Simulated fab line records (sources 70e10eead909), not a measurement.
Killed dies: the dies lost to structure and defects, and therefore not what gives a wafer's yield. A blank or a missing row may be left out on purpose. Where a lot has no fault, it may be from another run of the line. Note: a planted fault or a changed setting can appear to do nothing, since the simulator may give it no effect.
fab line records	flow nand_harc
record lots=12	wafers=36	last_day=25
route steps=1159 shown A_SLIT@800 A_WL_FILL@809
lots that met no fault: taken from a fault-free run of the same line
start_h: hours from the record's first day to the start of the lot's first wafer shown	wait_h: time in hours since the lot's previous step	" as in the row above	L1.1+2: one row covering several wafers at once	- no value, or no start given	* or withheld: withheld	< > ~ a bound
route shown NAME@n: names a module that has steps shown in the file, with the first one's number in the route	usual: mean and standard deviation over wafers with no fault	same: alike in all rows	chamber/n: place in a boat	sites: per-site readings	_std_site: how widely they spread, as a standard deviation	_edge_site: mean of outer sites minus mean of inner sites	radius_mm: for every site, how far away it sits from the centre of the wafer	mask NAME#n: copy n	behind: tool/chamber where the wafer was last shaped	hold: cause of the lot's hold/its duration in hours/its outcome	device: the transistor (n, p or np) that didn't switch	end of line: tests of these same wafers at the route's end	where a step has no rows: the recipe by itself	killed: the dies lost at the first sort to structure and to defects; this is not the yield of the wafer	map: a wafer's dies, marking killed ones x, the rest . and places with no die _
set.NAME: setting as actually run; set.NAME@STEP: the setting as run at that earlier step	model.NAME: the simulator's own value behind a step, which no gauge read
the route's steps for a sample of lots (tables are steps, rows are wafers)
services: from which hour (start_h, from the record's first day; less than 0 if before it) a tool's chamber was out of use, for how many hours, and why
## steps
# step NHARC_A_SLIT_STRIP_18
# recipe o2_flow_sccm=500	ar_flow_sccm=0	bias_w=0	chemistry=O2
# usual drypump_motor_current_A=5.7/0.4	oes_product_au=1.006/0.016	rf_vpp_V=57.8/0.94	showerhead_plenum_p_Torr=3.52/0.11	throttle_valve_pct=17.036/0.0089
lot.wafer	tool	chamber	start_h	wait_h	drypump_motor_current_A	oes_product_au	rf_hours_counter_h	rf_vpp_V	showerhead_plenum_p_Torr	throttle_valve_pct
L353.2	rie_diel-05	3	-	-	6.2	0.990	10	57.7	3.67	17.041
L353.4	"	0	"	"	5.7	1.000	12	57.5	3.49	17.042
L353.5	"	3	"	"	6.2	0.993	-	59.3	3.67	17.054
L356.4	rie_diel-01	2	-	-	6.1	0.975	1	57.0	3.32	17.040
L356.1	"	3	"	"	5.6	0.997	1	57.9	3.52	17.036
L356.6	"	3	"	"	5.6	0.982	-	57.4	3.52	17.052
L355.1	rie_diel-01	3	-	-	5.7	0.995	1	57.9	3.52	17.050
L355.2	"	0	"	"	5.7	1.019	1	58.1	3.48	17.029
L355.5	"	1	"	"	5.3	1.014	-	60.6	3.58	17.027
L357.1	rie_diel-02	2	-	-	4.9	1.003	1	58.2	3.68	17.037
L357.3	"	3	"	"	5.6	1.007	1	57.9	3.56	17.031
L357.5	"	0	"	"	6.2	0.997	-	58.7	3.55	17.057
L358.4	rie_diel-01	2	-	-	6.0	0.969	2	56.6	3.32	17.030
L358.6	"	1	"	"	5.4	1.006	-	57.8	3.58	17.026
L358.5	"	2	"	"	6.0	0.971	-	56.9	3.32	17.032
L362.2	rie_diel-05	0	-	-	5.7	1.016	2	57.4	3.49	17.025
L362.1	"	1	"	"	5.2	1.037	2	58.7	3.52	17.028
L362.3	"	2	"	"	5.7	1.023	1	57.1	3.33	17.033
L361.3	rie_diel-02	3	-	-	5.6	1.016	2	57.6	3.56	17.037
L361.2	"	1	"	"	6.0	0.980	2	58.2	3.54	17.038
L361.5	"	3	"	"	5.6	1.029	-	58.0	3.56	17.045
L363.1	rie_diel-01	1	-	-	5.3	1.007	5	57.9	3.58	17.033
L363.2	"	2	"	"	6.0	0.969	4	56.9	3.32	17.032
L363.3	"	3	"	"	5.7	1.014	4	58.5	3.52	17.022
L366.3	rie_diel-05	3	-	-	6.2	1.008	4	59.0	3.67	17.032
L366.4	"	1	"	"	5.2	1.026	4	56.8	3.52	17.035
L366.5	"	3	"	"	6.2	1.017	-	59.1	3.67	17.039
L373.4	rie_diel-05	2	-	-	5.7	1.027	9	59.1	3.32	17.032
L373.2	"	3	"	"	6.2	1.005	10	59.0	3.66	17.037
L373.3	"	1	"	"	5.2	1.036	9	56.3	3.52	17.032
L374.4	rie_diel-05	1	-	-	5.2	1.025	9	56.0	3.52	17.040
L374.2	"	3	"	"	6.2	1.006	10	59.0	3.67	17.027
L374.5	"	1	"	"	5.3	1.030	-	58.6	3.52	17.028
L376.4	rie_diel-02	0	-	-	6.3	1.023	9	57.5	3.55	17.032
L376.3	"	1	"	"	6.0	0.991	10	57.6	3.54	17.047
L376.6	"	1	"	"	6.0	0.989	-	58.8	3.54	17.038
# step NHARC_A_WL_FILL_ALD_00
# recipe target_thk_a=30	pulse_time_s=3	ald_cycles=30	temp_c=300	material=Al2O3
# usual ald_cycles=30/0	heater_power_outer_w=268/25	heater_power_w=474/38	precursor_pulse_height_rel=1.002/0.023
lot.wafer	tool	chamber	start_h	wait_h	ald_cycles	heater_power_outer_w	heater_power_w	precursor_pulse_height_rel
L353.2	ald_hk-03	0	332.85	0.5	30	257	494	0.959
L353.4	"	2	"	"	30	264	472	0.980
L353.5	"	0	"	"	30	259	489	1.009
L356.1	ald_hk-03	3	342.28	0.1	30	304	521	1.016
L356.4	"	1	"	"	30	247	430	0.995
L356.6	"	3	"	"	30	302	508	1.041
L355.2	ald_hk-02	2	342.29	0.1	30	310	503	1.032
L355.1	"	0	"	"	30	252	425	1.012
L355.5	"	2	"	"	30	304	508	1.021
L357.1	ald_hk-03	0	357.16	0.1	30	249	489	1.028
L357.3	"	2	"	"	30	262	481	0.999
L357.5	"	1	"	"	30	253	444	1.020
L358.4	ald_hk-02	2	364.83	0.1	30	302	512	1.007
L358.5	"	3	"	"	30	261	495	0.955
L358.6	"	0	"	"	30	247	408	1.020
L362.1	ald_hk-02	2	377.29	0.2	30	304	509	1.002
L362.2	"	0	"	"	30	248	425	1.030
L362.3	"	1	"	"	30	257	444	1.026
L361.3	ald_hk-02	0	377.45	0.3	30	243	420	0.970
L361.2	"	1	"	"	30	254	445	0.967
L361.5	"	0	"	"	30	251	421	0.985
L363.1	ald_hk-04	0	391.12	0.1	30	255	427	1.001
L363.2	"	2	"	"	30	310	560	1.031
L363.3	"	3	"	"	30	250	424	0.982
L366.3	ald_hk-04	0	405.72	0.1	30	258	438	1.010
L366.4	"	1	"	"	30	210	414	0.964
L366.5	"	2	"	"	30	317	556	1.021
L373.2	ald_hk-03	0	465.90	0.2	41	256	493	1.020
L373.4	"	1	"	"	30	260	433	1.012
L373.3	"	3	"	"	41	316	520	0.981
L374.4	ald_hk-03	2	466.06	0.4	30	268	464	0.954
L374.2	"	0	"	"	41	262	503	1.029
L374.5	"	2	"	"	30	271	468	0.975
L376.3	ald_hk-04	2	483.68	0.1	30	310	559	1.019
L376.4	"	1	"	"	30	206	409	0.977
L376.6	"	3	"	"	30	256	438	1.020
# step NHARC_A_WL_FILL_ALD_02
# recipe target_thk_a=20	pulse_time_s=3	ald_cycles=100	temp_c=450	material=TiN
# usual ald_cycles=100/0	heater_power_outer_w=704/73	heater_power_w=1088/95	precursor_pulse_height_rel=1.002/0.021
lot.wafer	tool	chamber	start_h	wait_h	ald_cycles	heater_power_outer_w	heater_power_w	precursor_pulse_height_rel
L353.2	ald_metal-02	1	333.31	0.2	100	748	1077	0.994
L353.4	"	3	"	"	100	605	979	0.980
L353.5	"	1	"	"	100	744	1082	1.001
L356.4	ald_metal-01	0	342.74	0.1	100	662	1104	0.989
L356.1	"	2	"	"	100	686	1035	1.023
L356.6	"	0	"	"	100	689	1111	1.040
L355.2	ald_metal-03	0	342.83	0.2	100	611	1028	1.024
L355.1	"	1	"	"	100	710	1063	0.982
L355.5	"	0	"	"	100	623	1048	0.979
L357.1	ald_metal-01	1	357.68	0.2	100	671	1066	1.005
L357.3	"	2	"	"	100	711	1034	1.008
L357.5	"	1	"	"	100	666	1055	0.990
L358.4	ald_metal-01	0	365.44	0.2	100	699	1107	0.984
L358.5	"	2	"	"	100	718	1067	1.030
L358.6	"	3	"	"	100	850	1281	1.001
L362.2	ald_metal-02	3	377.78	0.2	100	642	1020	1.021
L362.1	"	0	"	"	100	655	1012	0.997
L362.3	"	2	"	"	100	646	1067	1.022
L361.3	ald_metal-03	2	377.93	0.1	100	854	1346	0.992
L361.2	"	1	"	"	100	725	1056	0.964
L361.5	"	3	"	"	100	710	1042	0.968
L363.3	ald_metal-03	2	391.69	0.1	100	849	1321	1.013
L363.1	"	3	"	"	100	709	1067	1.000
L363.2	"	0	"	"	100	641	1021	1.001
L366.4	ald_metal-03	0	406.27	0.1	100	643	1047	1.007
L366.3	"	3	"	"	100	722	1037	0.982
L366.5	"	0	"	"	100	631	1047	1.015
L373.2	ald_metal-03	3	466.38	0.2	100	715	1060	1.020
L373.4	"	0	"	"	100	649	1044	1.009
L373.3	"	2	"	"	100	845	1285	0.984
L374.4	ald_metal-02	3	466.59	0.1	100	660	1030	1.004
L374.2	"	1	"	"	100	699	1051	1.029
L374.5	"	3	"	"	100	654	1021	1.000
L376.3	ald_metal-01	2	484.42	0.2	100	664	999	0.973
L376.6	"	0	"	"	100	672	1097	1.022
L376.4	"	1	"	"	100	606	977	1.014
# step NHARC_A_WL_FILL_STRIP_29
# recipe time_s=20	o2_flow_sccm=500	ar_flow_sccm=0	bias_w=0	chemistry=O2
# usual drypump_motor_current_A=5.8/0.37	oes_product_au=0.998/0.014	rf_vpp_V=57.9/0.83	showerhead_plenum_p_Torr=3.54/0.14	throttle_valve_pct=17.038/0.0087
lot.wafer	tool	chamber	start_h	wait_h	drypump_motor_current_A	oes_product_au	rf_hours_counter_h	rf_vpp_V	showerhead_plenum_p_Torr	throttle_valve_pct
L353.2	rie_diel-04	0	347.35	0.1	5.7	1.003	4.1	58.2	3.60	17.046
L353.4	"	1	"	"	5.5	1.021	4.1	58.3	3.37	17.053
L353.5	"	1	"	"	5.6	1.010	-	56.7	3.37	17.028
L355.1	rie_diel-04	2	366.30	0.1	5.9	0.992	4.7	58.9	3.68	17.030
L355.2	"	3	"	"	5.3	0.993	4.8	57.6	3.41	17.034
L355.5	"	0	"	"	5.7	0.986	-	57.6	3.60	17.031
L356.1	rie_diel-06	3	366.32	0.1	6.4	0.997	4.2	56.5	3.41	17.041
L356.4	"	0	"	"	5.4	0.997	4.3	56.6	3.37	17.058
L356.6	"	1	"	"	6.0	1.001	-	58.5	3.62	17.031
L357.1	rie_diel-04	2	372.69	0.1	5.9	0.987	5.4	58.0	3.67	17.047
L357.3	"	0	"	"	5.7	0.994	5.4	59.7	3.60	17.050
L357.5	"	2	"	"	5.9	0.991	-	58.2	3.67	17.035
L358.4	rie_diel-04	0	379.67	0.1	5.7	0.985	5.7	57.6	3.60	17.027
L358.6	"	1	"	"	5.5	1.010	-	57.5	3.37	17.052
L358.5	"	2	"	"	5.9	0.992	-	58.4	3.67	17.036
L362.3	rie_diel-04	2	392.13	0.1	5.8	0.990	6.8	59.3	3.67	17.039
L362.2	"	3	"	"	5.3	1.013	7.1	57.9	3.41	17.043
L362.1	"	1	"	"	5.6	1.028	7.1	58.6	3.37	17.046
L361.3	rie_diel-04	2	395.30	0.1	5.9	0.989	7.3	58.7	3.67	17.043
L361.2	"	3	"	"	5.3	1.001	7.5	58.5	3.41	17.046
L361.5	"	2	"	"	5.9	0.996	-	58.5	3.67	17.037
L363.3	rie_diel-04	1	408.26	0.1	5.6	1.014	8.2	58.3	3.37	17.033
L363.2	"	2	"	"	5.9	0.975	7.7	59.1	3.67	17.032
L363.1	"	3	"	"	5.3	1.001	7.9	57.8	3.41	17.042
L366.3	rie_diel-07	2	421.89	0.1	5.8	1.008	0.1	58.2	3.50	17.031
L366.4	"	3	"	"	6.6	0.998	0.1	56.9	3.67	17.033
L366.5	"	0	"	"	5.2	0.974	-	57.8	3.48	17.034
L374.2	rie_diel-06	3	483.95	0.1	6.4	0.980	2.5	57.4	3.41	17.037
L374.4	"	1	"	"	6.0	1.002	2.5	57.7	3.62	17.023
L374.5	"	2	"	"	5.8	1.016	-	58.6	3.79	17.020
L373.3	rie_diel-04	3	484.31	0.1	5.4	1.002	0.2	59.1	3.41	17.027
L373.2	"	0	"	"	5.7	0.994	0.2	57.6	3.60	17.035
L373.4	"	1	"	"	5.6	1.033	0.2	58.9	3.37	17.043
L376.3	rie_diel-06	1	498.69	0.1	6.0	1.007	3.1	58.3	3.62	17.043
L376.4	"	2	"	"	5.8	1.020	3.2	58.4	3.79	17.048
L376.6	"	0	"	"	5.3	0.983	-	57.9	3.37	17.045
## services
tool	chamber	start_h	hours	kind
rie_diel-05	3	307.02	3.6	repair
rie_diel-01	-	315.11	9.0	pm
ald_metal-03	-	322.00	10.0	pm
ald_hk-03	-	322.66	10.0	pm
rie_diel-02	-	327.84	9.0	pm
rie_diel-06	0	335.51	3.5	repair
rie_diel-06	1	339.23	1.5	repair
rie_diel-05	-	340.60	9.0	pm
ald_metal-02	3	354.36	3.1	repair
ald_metal-02	-	364.00	10.0	pm
ald_metal-01	0	366.48	1.9	repair
ald_hk-04	-	372.47	2.4	repair
rie_diel-02	3	398.72	3.2	repair
rie_diel-05	3	405.83	1.6	repair
rie_diel-04	1	411.87	9.4	repair
rie_diel-04	3	414.71	23.2	repair
ald_metal-01	-	458.00	10.0	pm
ald_hk-02	-	458.14	10.0	pm
rie_diel-01	3	462.92	6.4	repair
rie_diel-04	-	466.21	9.0	pm
ald_metal-03	-	477.45	0.6	repair
ald_metal-01	3	482.34	30.0	repair
rie_diel-01	-	492.11	9.0	pm
ald_metal-01	-	498.23	0.4	repair
## key
first_sign step=NHARC_A_WL_FILL_ALD_00	reading=ald_cycles	direction=up	sigmas=99+	usual=30	struck=41
effect none on later readings
met_at NHARC_A_WL_FILL_ALD_00
struck_lots L373,L374
struck_wafers L373.2,L373.3,L374.2
tester_left_out L373,L374
not_acting_at NHARC_A_SLIT_STRIP_18,NHARC_A_WL_FILL_ALD_02,NHARC_A_WL_FILL_STRIP_29
onset_between 357.16 465.90
fault kind=process_parameter_drift	tool=ald_hk-03	chamber=-	onset_h=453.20	steps=NHARC_A_WL_FILL_ALD_00	channel=ald_cycles	offset=11	shape=step	end_h=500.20	scope=struck_wafers_only	acts_in=these_recipes_only	stated=30
# tester_left_out: of these lots the tester's yield and bins aren't shown, on N5 and GAA mostly nor the transistor test; their killed dies are dies lost to structure and defects alone, not to doping, threshold or leakage, so they don't give the yield
